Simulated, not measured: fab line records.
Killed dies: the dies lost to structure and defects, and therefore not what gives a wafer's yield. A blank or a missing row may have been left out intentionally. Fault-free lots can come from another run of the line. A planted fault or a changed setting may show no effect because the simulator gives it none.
Chamber matching / flow n5Finfet / N5_BEOL_M4_VIA_ETCH_34 on rieDiel-06 has 4 sister chambers
The step etches the open film in C4F6/O2, target depth 69.4 nm, time 65.9 s. 4 wafers are shown with their chamber, then 8 later ones without.

== WAFERS WITH THEIR CHAMBER ==
wafer=L079.4; chamber=3; showerheadPlenumPTorr (Torr)=2.68
wafer=L090.3; chamber=2; showerheadPlenumPTorr (Torr)=2.72
wafer=L090.6; chamber=0; showerheadPlenumPTorr (Torr)=2.82
wafer=L094.1; chamber=1; showerheadPlenumPTorr (Torr)=2.98

== WAFERS MISSING THEIR CHAMBER ==
wafer=L094.3; showerheadPlenumPTorr (Torr)=2.82
wafer=L094.4; showerheadPlenumPTorr (Torr)=2.82
wafer=L095.2; showerheadPlenumPTorr (Torr)=2.82
wafer=L095.4; showerheadPlenumPTorr (Torr)=3.01
wafer=L095.5; showerheadPlenumPTorr (Torr)=2.98
wafer=L097.3; showerheadPlenumPTorr (Torr)=2.81
wafer=L097.4; showerheadPlenumPTorr (Torr)=3.01
wafer=L097.6; showerheadPlenumPTorr (Torr)=2.71

== EACH ONE'S CHAMBER ==
wafer=L094.3; from the rows above=0; in truth=0
wafer=L094.4; from the rows above=0; in truth=0
wafer=L095.2; from the rows above=0; in truth=0
wafer=L095.4; from the rows above=1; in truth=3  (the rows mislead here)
wafer=L095.5; from the rows above=1; in truth=1
wafer=L097.3; from the rows above=0; in truth=0
wafer=L097.4; from the rows above=1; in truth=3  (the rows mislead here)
wafer=L097.6; from the rows above=can't be placed: 2 or 3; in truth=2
Placed correctly: 5 of 8. Can't be placed from these rows: 1 (the true chamber is among the candidates in 1). Wrongly placed: 2.
How it was worked out, from the rows above alone: a wafer's distance from a chamber is the root of the sum, over the readings, of the square of ((its reading less the chamber's mean) divided by the reading's scatter). If the next closest chamber is less than 2 further off than the closest, the wafer can't be placed; otherwise it belongs to the closest. The mean given for a chamber averages the wafers shown for that chamber. The scatter: root of mean squared gap, hidden wafer to nearest shown wafer, with one shown wafer a chamber.
